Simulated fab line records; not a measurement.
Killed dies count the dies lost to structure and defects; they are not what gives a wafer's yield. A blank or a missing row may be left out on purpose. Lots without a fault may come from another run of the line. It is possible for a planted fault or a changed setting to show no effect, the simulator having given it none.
Which tool did it? -- flow n5_finfet -- at 1 step of a route of 1938, 11 lots with 33 wafers sampled

== WHAT THE GAUGES READ, wafer by wafer ==
N5_BEOL_M11_OCD_MEAS_38. Usual: 149.0 nm for trench_depth_nm, sd 2.5.
lot,measured,on,trench_depth_nm (nm),flag
L325,day 10 20:13,ocd-01,147.9 149.5 154.1,
L324,day 10 21:10,ocd-02,155.5 149.5 153.9,
L331,day 12 10:07,ocd-02,148.2 153.5 152.1,
L333,day 12 22:35,ocd-01,148.0 146.6 153.0,
L335,day 13 12:22,ocd-01,147.0 152.6 151.0,
L338,day 13 19:24,ocd-01,146.6 148.5 145.1,
L336,day 14 00:08,ocd-01,147.9 150.5 149.4,
L339,day 14 16:42,ocd-02,145.8 154.0 149.2,
L342,day 14 23:23,ocd-02,152.5 153.4 149.1,
L343,day 15 09:28,ocd-01,149.9 150.7 151.0,
L345,day 16 09:08,ocd-02,149.4 149.6 147.7,

== WHAT TOOL EACH LOT RAN ON (gives the tool, then ch and the chambers of the sampled wafers, and finally the start) ==
Record: no process step prior to these readings.

== WHAT THE TOOLS THEMSELVES READ (means of the sampled wafers that have a number; where no wafer has one, the mark that the record gives instead) ==
The record holds no such reading with a usual standard deviation.

== THE ANSWER, worked out from the rows above alone ==
Rule: a lot counts as off when the mean over its wafers that have a number is more than 3 standard deviations away from the usual mean. Also off: a lot with no number at a reading for which 4 or more lots have one. Where the step has rows for the other lots, those lots are counted as sound. After the gauges, taken in route order, come the tools' own readings; for these a lot's mean is taken, as printed above. The first step at which some lot is off is used, and at that step the reading that is off furthest; a lot without a number counts as furthest.
Across all readings shown, no lot is off: no conclusion can be drawn from this.

== WHAT THE SIMULATOR HAD PUT IN ==
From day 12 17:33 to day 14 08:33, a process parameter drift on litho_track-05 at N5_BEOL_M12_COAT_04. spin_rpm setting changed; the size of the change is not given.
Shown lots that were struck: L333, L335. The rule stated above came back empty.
